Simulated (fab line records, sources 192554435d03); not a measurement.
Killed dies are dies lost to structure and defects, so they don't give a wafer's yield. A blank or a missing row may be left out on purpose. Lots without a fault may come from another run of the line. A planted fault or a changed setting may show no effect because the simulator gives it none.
Split-lot experiment | flow n5_finfet | 7 lots, 21 wafers read, on a route of 1938 steps

THE SPLIT
At N5_BEOL_M8_ILD_DEP_00 (deposits SiCOH lowk from DEMS/porogen, target thk 179.75 nm, time 33.4 s), the setting time_s was moved away from the recipe's 33.4 s on 7 of the 21 wafers read, by -10.6% to +9.5%. The other wafers ran this setting at the recipe's value.

FROM THE SPLIT TO THE READING: what the file shows between them, 1 step
- N5_BEOL_M8_CURE_74: cures SiCOH lowk, time 240 s

THE READING
M8_ILD_THK, in nm, at N5_BEOL_M8_THK_MEAS_01. Fault-free wafers of this fab line usually give 154.4 nm, standard deviation 1.8 nm.

wafer  | tool, chamber at the split | time_s as run, s | against the recipe | M8_ILD_THK, nm | against lot-mates on the recipe
L075.1 | pecvd-01, 0                | 33.4             | recipe             | 152.6          | -
L075.2 | pecvd-01, 2                | 33.4             | recipe             | 152.9          | -
L075.4 | pecvd-01, 0                | 33.4             | recipe             | 155.7          | -
L079.3 | pecvd-04, 0                | 36.56            | +9.5%              | 167.8          | +15.0
L079.4 | pecvd-04, 1                | 33.4             | recipe             | 152.5          | -
L079.5 | pecvd-04, 0                | 33.4             | recipe             | 153.2          | -
L086.2 | pecvd-01, 2                | 33.4             | recipe             | 151.4          | -
L086.4 | pecvd-01, 1                | 33.4             | recipe             | 155.5          | -
L086.6 | pecvd-01, 2                | 36.37            | +8.9%              | 168.7          | +15.2
L087.3 | pecvd-04, 0                | 33.4             | recipe             | 151.6          | -
L087.5 | pecvd-04, 0                | 33.4             | recipe             | 153.7          | -
L087.6 | pecvd-04, 1                | 33.4             | recipe             | 155.8          | -
L091.2 | pecvd-04, 0                | 30.63            | -8.3%              | 141.7          | -12.5
L091.3 | pecvd-04, 2                | 33.4             | recipe             | 154.2          | -
L091.4 | pecvd-04, 1                | 30.63            | -8.3%              | 143.5          | -10.7
L096.3 | pecvd-04, 0                | 36.29            | +8.7%              | 166.8          | +10.4
L096.4 | pecvd-04, 0                | 36.29            | +8.7%              | 170.5          | +14.1
L096.5 | pecvd-04, 1                | 33.4             | recipe             | 156.4          | -
L095.1 | pecvd-04, 2                | 29.85            | -10.6%             | 139.7          | -16.8
L095.4 | pecvd-04, 0                | 33.4             | recipe             | 156.1          | -
L095.5 | pecvd-04, 1                | 33.4             | recipe             | 156.9          | -

THE FIT
A straight line over all 21 wafers: M8_ILD_THK changes by +1.5 nm for each +1% of time_s; r = +0.98; the points scatter about the line by 1.8 nm.
The same after taking each lot's own level away (the mean of its wafers on the recipe; 21 wafers): +1.51 nm for each +1%; r = +0.99; scatter 1.4 nm.
On that fit, the largest move of time_s shifts the reading by 16 nm.
The lots' own levels span 152.85 to 156.50 nm, that is 2.0 times the standard deviation above.
So the lot-to-lot level changes the slope little: the two slopes agree.
Check: with one of the wafers moved furthest among these (-10.6%) left out of the fit, the line predicts -15.7 nm for it against its lot-mates. It came out at -16.8 nm against them.

OTHER SPLITS ON THESE WAFERS
These wafers also went through other splits before the reading. Each is held against what the fit with the lots' levels taken away leaves over:
other split on the same wafers | wafers away from the commonest value | r with M8_ILD_THK (lot level and that fit taken away)
N5_BEOL_M7_COAT_60 spin_rpm    | 7                                    | -0.46

THE WHOLE CHAIN: every reading that the file lists as answering this split, in the file's order
step                   | what it does                                                             | reading                                                                                  | change (the file's fit)              | r (the file's)
N5_BEOL_M8_ILD_DEP_00  | deposits SiCOH lowk from DEMS/porogen, target thk 179.75 nm, time 33.4 s | SiCOH_lowk_of_BEOL_M8_ILD_DEP_00.thk_nm (the simulator's own value, which no gauge read) | +1.78 nm for each +1% of the setting | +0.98
N5_BEOL_M8_CURE_74     | cures SiCOH lowk, time 240 s                                             | SiCOH_lowk_of_BEOL_M8_ILD_DEP_00.thk_nm (the simulator's own value, which no gauge read) | +1.55 nm for each +1% of the setting | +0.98
N5_BEOL_M8_THK_MEAS_01 |                                                                          | M8_ILD_THK                                                                               | +1.55 for each +1% of the setting    | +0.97

THE FILE'S OWN FIT
M8_ILD_THK changes by +1.55 nm for each +1% of time_s, r = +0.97.
